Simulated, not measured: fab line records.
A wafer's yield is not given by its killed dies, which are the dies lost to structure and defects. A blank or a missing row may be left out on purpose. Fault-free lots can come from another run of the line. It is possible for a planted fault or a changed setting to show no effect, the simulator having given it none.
Code-filled problem report in 8D (eight disciplines) form + flow nandHarc + the parts of the form that need people (team, actions taken, sign-off) are left out

## 1. THE PROBLEM
Mean of runLengthS at NHARC_A_BONDPAD_ETCH_12: 121.5 s across 9 wafers in 3 lots; on wafers with no fault it is 131.3 s (standard deviation 0.43). Measured from the usual mean, that is -23 standard deviations.
The step: etches the open film in CHF3/O2, target depth 220 nm, time 110 s.
First observed at day 21 03:07: wafer L671.3, on rieDiel-11. The record holds 39 wafers of 13 lots with a number at this step. By rule, "out" or "out of limits" means more than 4 standard deviations away from the usual mean. The other wafers with a number count as sound.

## 2. WHAT IT IS; WHAT IT IS NOT
| question                    | is                     | is not                                                                    |
|-----------------------------|------------------------|---------------------------------------------------------------------------|
| which readings at this step | runLengthS             | drypumpMotorCurrentA, oesProductAu, rfVppV, showerheadPlenumPTorr         |
| which lots                  | L671, L672, L673       | L657, L658, L659, L660, L661, L662, L663, L665, L676, L679                |
| which wafers of those lots  | all that have a number | -                                                                         |
| read on which tools         | rieDiel-11             | rieDiel-01, rieDiel-13                                                    |
| when                        | from day 21 03:07      | up to then (24 sound wafers); but 6 sound wafers of L676, L679 came after |

## 3. SUSPECTS, AND WHAT RULES EACH OUT
Counting: a tool at a process step up to the reading stays a suspect if it ran every lot that is out and no sound lot after the first of them.
- rieDiel-11 at NHARC_A_BONDPAD_ETCH_12 (etches the open film in CHF3/O2, target depth 220 nm, time 110 s): kept. All lots that are out passed through it, beginning with L671 at day 21 03:07, and no sound lot followed; its final sound lot before that point was L663 at day 19 12:07. Its own readings are out on those wafers: runLengthS.
After counting, what remains is rieDiel-11 at NHARC_A_BONDPAD_ETCH_12.

## 4. THE CAUSE (what the simulator had put in)
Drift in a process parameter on rieDiel-11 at NHARC_A_BONDPAD_ETCH_12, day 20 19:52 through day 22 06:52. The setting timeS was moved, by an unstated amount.
Counting left only this tool.

## 5. THE EFFECT CHAIN, in route order
Each row: a reading where the mean over the struck wafers with a number is more than 3 standard deviations away from the usual. Scope: only readings with a usual standard deviation given in the record; hours: median across lots of the time from each lot's start at the first step in this table that gives one to its start at this step; sigmas: change in usual standard deviations.
| hours | step                    | reading    | usual   | on struck wafers | change | sigmas |
|-------|-------------------------|------------|---------|------------------|--------|--------|
| 0     | NHARC_A_BONDPAD_ETCH_12 | runLengthS | 131.3 s | 121.5            | -9.8   | -23    |
It contains these process steps:
- NHARC_A_BONDPAD_ETCH_12: etches the open film in CHF3/O2, target depth 220 nm, time 110 s.
Readings that are blank on the struck wafers while sound wafers have them: rfFwdPowerW at NHARC_A_BONDPAD_ETCH_12.

## 6. HOW IT WOULD HAVE BEEN CAUGHT EARLIER
In this record no reading fell out of limits until day 21 03:07, 7 hours after the fault had begun at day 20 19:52.
